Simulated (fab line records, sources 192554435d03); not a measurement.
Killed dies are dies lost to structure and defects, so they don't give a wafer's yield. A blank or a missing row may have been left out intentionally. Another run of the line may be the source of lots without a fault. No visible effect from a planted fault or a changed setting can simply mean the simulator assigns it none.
Split-lot study | flow n5 finfet | on a route of 1938 steps: 7 lots, 21 wafers read

ABOUT THE SPLIT
At N5_BEOL_M0_SAQP_PECVD_03 (deposits SiCN from 3MS/NH3, target thk 12 nm, time 21.1 s), the setting time s was moved away from the recipe's 21.1 s on 6 of the 21 wafers read, by -14.1% to +12.1%. For the rest of the wafers, this setting stayed at what the recipe calls for.

The reading comes from the split's own step.

THE READING
SiCN_of_BEOL_M0_SAQP_PECVD_03.thk nm (the simulator's own value, which no gauge read), in nm, at N5_BEOL_M0_SAQP_PECVD_03 (deposits SiCN from 3MS/NH3, target thk 12 nm, time 21.1 s). The file gives no usual value for it. The 15 wafers here that ran the recipe average 12.0 nm, standard deviation 0.17 nm.

wafer  | tool, chamber at the split | time s as run, s | against the recipe | SiCN_of_BEOL_M0_SAQP_PECVD_03.thk nm, nm | against lot-mates on the recipe
L078.4 | pecvd-03, 0,2,1            | 21.1             | recipe             | 12                                       | -
L078.5 | pecvd-03, 0,2,1            | 21.1             | recipe             | 12                                       | -
L078.6 | pecvd-03, 0,2,1            | 21.1             | recipe             | 12                                       | -
L080.1 | pecvd-04, 2,1              | 21.1             | recipe             | 12                                       | -
L080.2 | pecvd-04, 2,1              | 21.1             | recipe             | 12                                       | -
L080.6 | pecvd-04, 0                | 21.1             | recipe             | 12.4                                     | -
L081.1 | pecvd-03, 2                | 23.66            | +12.1%             | 13.6                                     | +1.2
L081.3 | pecvd-03, 0                | 23.66            | +12.1%             | 13.4                                     | +1.0
L081.5 | pecvd-03, 0                | 21.1             | recipe             | 12.4                                     | -
L083.1 | pecvd-01, 0,2              | 21.1             | recipe             | 12                                       | -
L083.2 | pecvd-01, 0,2              | 21.1             | recipe             | 12                                       | -
L083.4 | pecvd-01, 1                | 18.13            | -14.1%             | 10.8                                     | -1.2
L084.2 | pecvd-03, 0                | 21.1             | recipe             | 11.8                                     | -
L084.5 | pecvd-03, 2                | 21.1             | recipe             | 12.2                                     | -
L084.6 | pecvd-03, 0                | 21.1             | recipe             | 12                                       | -
L088.1 | pecvd-01, 1                | 21.1             | recipe             | 12                                       | -
L088.3 | pecvd-01, 0                | 21.1             | recipe             | 11.8                                     | -
L088.4 | pecvd-01, 0                | 23.2             | +10.0%             | 13.2                                     | +1.3
L091.1 | pecvd-04, 0                | 19.63            | -7.0%              | 11                                       | -1.0
L091.4 | pecvd-04, 0                | 19.63            | -7.0%              | 11.4                                     | -0.6
L091.6 | pecvd-04, 1                | 21.1             | recipe             | 12                                       | -
The file does not say which wafer passed through which chamber wherever a row lists several chambers: such a row stands for several wafers.

THE FIT
A straight line over all 21 wafers: SiCN_of_BEOL_M0_SAQP_PECVD_03.thk nm changes by +0.11 nm for each +1% of time s; r = +0.96; the points scatter about the line by 0.18 nm.
The same after taking each lot's own level away (the mean of its wafers on the recipe; 21 wafers): +0.0982 nm for each +1%; r = +0.97; scatter 0.16 nm.
According to that fit, moving time s by its largest amount changes the reading by 1.4 nm.
From 11.90 to 12.40 nm: that is the span of the lots' own levels, equal to 3.0 times the standard deviation above.
Thus the slope moves with the lot-to-lot level: the two fits are different.
Check: for one of the wafers moved furthest among these (-14.1%), held out of the fit, the line's prediction against its lot-mates is -1.47 nm. It came out at -1.2 nm against them.

THE OTHER SPLITS THESE WAFERS WENT THROUGH
Note: prior to the reading, these wafers also went through further splits. Each is held against what the fit with the lots' levels taken away leaves over:
other split on the same wafers        | wafers away from the commonest value | r with SiCN_of_BEOL_M0_SAQP_PECVD_03.thk nm (lot level and that fit taken away)
N5_HKMG_FIN_COAT_43 spin rpm          | 7                                    | +0.35
N5_HKMG_FIN_PEB_10 peb time s         | 8                                    | -0.09
N5_GATE_CUT_ALD_22 ald cycles         | 7                                    | +0.12
N5_MOL_CONTACT_COAG_EXPOSE_81 dose mj | 7                                    | +0.15

FILE'S OWN FIT
SiCN_of_BEOL_M0_SAQP_PECVD_03.thk nm changes by +0.0989 nm for each +1% of time s, r = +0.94.
